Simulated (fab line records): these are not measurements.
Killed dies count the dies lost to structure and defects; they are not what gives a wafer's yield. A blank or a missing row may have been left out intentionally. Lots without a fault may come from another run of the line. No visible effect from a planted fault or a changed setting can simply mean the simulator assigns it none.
Comparing a struck lot with a sound one	flow n5Finfet	18 steps out of a route of 1938
Sound: wafers L511.2, L511.3, L511.5. Wafers struck: L501.1, L501.4, L501.6. Last of all comes the cause.
For every step that has rows: the tool of each side, followed by ch and its chambers, followed by its first start. Under that, the readings that differ: sound wafers	struck wafers	difference of the means	sigmas: that difference in standard deviations of wafers without a fault.
alike: readings whose means differ by less than 2 such deviations, and words and numbers that are the same on both sides. not compared: withheld readings, readings that some wafer has no value for, bounds like >300 that may hide the same value, and numbers for which the record gives no deviation and whose values overlap.
Wherever a step has rows on one side only, a row that says differs or no value, or a row with sigmas, the two part there. When numbers do not overlap yet have no deviation, they are printed without sigmas and do not part them. Lack of a reading on every wafer of one side parts them only where that side has two or more wafers.

first, 2 steps without rows for these wafers: N5_BEOL_M3_STRIP_65 (strips in N2/H2); N5_BEOL_M3_STRIP_75 (strips in N2/H2).
N5_BEOL_M3_STRIP_66: strips in CF4.
  sound on rieDiel-01 ch 1,2,3, day 12 16:05; struck on rieDiel-02 ch 2,3, day 9 12:03
reading	sound	struck	difference	sigmas
oesProductAu (a.u.)	1.01 0.81 0.89	0.73 0.72 0.68	-0.19	-2
  alike: cf4FlowSccm, drypumpMotorCurrentA, rfVppV, showerheadPlenumPTorr, throttleValvePct
  not compared: rfHoursCounterH
N5_BEOL_M3_HM_OPEN_17: chemistry Cl2/BCl3, target TiN, target depth 20 nm, overetch 6 nm.
  sound on rieMetal-01 ch 1, day 12 16:10; struck on rieMetal-01 ch 1, day 9 12:06
  alike: biasW, drypumpMotorCurrentA, mfcArSccm, oesProductAu, throttleValvePct
  not compared: rfHoursCounterH
N5_BEOL_M3_STRIP_19: strips in O2.
  sound on rieDiel-01 ch 0,1,3, day 12 16:20; struck on rieDiel-02 ch 1,2, day 9 12:13
reading	sound	struck	difference	sigmas
throttleValvePct (%)	16.85 16.38 16.15	17.08 16.83 17.09	+0.54	+2
  alike: drypumpMotorCurrentA, oesProductAu, rfVppV, showerheadPlenumPTorr
  not compared: rfHoursCounterH
N5_BEOL_M3_CD_MEAS_18: pitch 36 nm, target cd 18 nm.
  sound: cdSem-02 at day 12 16:24; struck: cdSem-01 at day 9 12:17
  alike: cdNm
then, 6 steps without rows for these wafers: N5_BEOL_M3_COAT_67 (time 60 s, resist thk 60 nm); N5_BEOL_M3_COAT_68 (time 60 s, resist thk 12 nm); N5_BEOL_M3_COAT_76 (time 60 s, resist thk 5 nm); N5_BEOL_M3_COAT_22 (resist thk 30 nm); N5_BEOL_M3_EBR_24; N5_BEOL_M3_SOFTBAKE_23 (time 60 s).
N5_BEOL_M3_EXPOSE_25: exposes mask V2, defocus 5 nm.
  sound on euvScanner-01 ch 0, day 12 16:43; struck on euvScanner-02 ch 0, day 9 12:27
reading	sound	struck	difference	sigmas
exposureDoseMJCm2	62.97 62.96 62.94	65.54 65.51 65.45	+2.54	+23
  alike: mask
then, 2 steps without rows for these wafers: N5_BEOL_M3_PEB_26 (peb time 60 s); N5_BEOL_M3_DEVELOP_27 (develop time 30 s).
N5_BEOL_M3_CD_MEAS_28: target cd 25.7 nm, target cd y 23.3 nm.
  sound on cdSem-03 ch 0, day 12 16:51; struck on cdSem-02 ch 0, day 9 12:36
reading	sound	struck	difference	sigmas
cdNm (nm)	25.48 25.66 25.44	26.99 27.01 26.65	+1.36	+6
N5_BEOL_M3_OVL_MEAS_29:
  sound on overlay-01 ch 0, day 12 16:53; struck on overlay-01 ch 0, day 9 12:38
reading	sound	struck	difference	sigmas
V2_OVL (nm)	-2.0 -0.6 -0.9	0.9 1.1 0.1	+1.9	+3
N5_BEOL_M4_RC_MEAS_101:
  sound on prober-02 ch 0, day 13 05:34; struck on prober-02 ch 0, day 10 14:34
  alike: DIBL_N, DIBL_P, IOFF_N, IOFF_P, ION_N, ION_P, SS_N, SS_P, VT_N, VT_P

## WHERE THEY PART
Last at N5_BEOL_M3_OVL_MEAS_29 as far as this record goes, first at N5_BEOL_M3_STRIP_66. Later steps at which nothing parts them and some readings are alike: N5_BEOL_M4_RC_MEAS_101.

WHY: whatever the simulator had introduced
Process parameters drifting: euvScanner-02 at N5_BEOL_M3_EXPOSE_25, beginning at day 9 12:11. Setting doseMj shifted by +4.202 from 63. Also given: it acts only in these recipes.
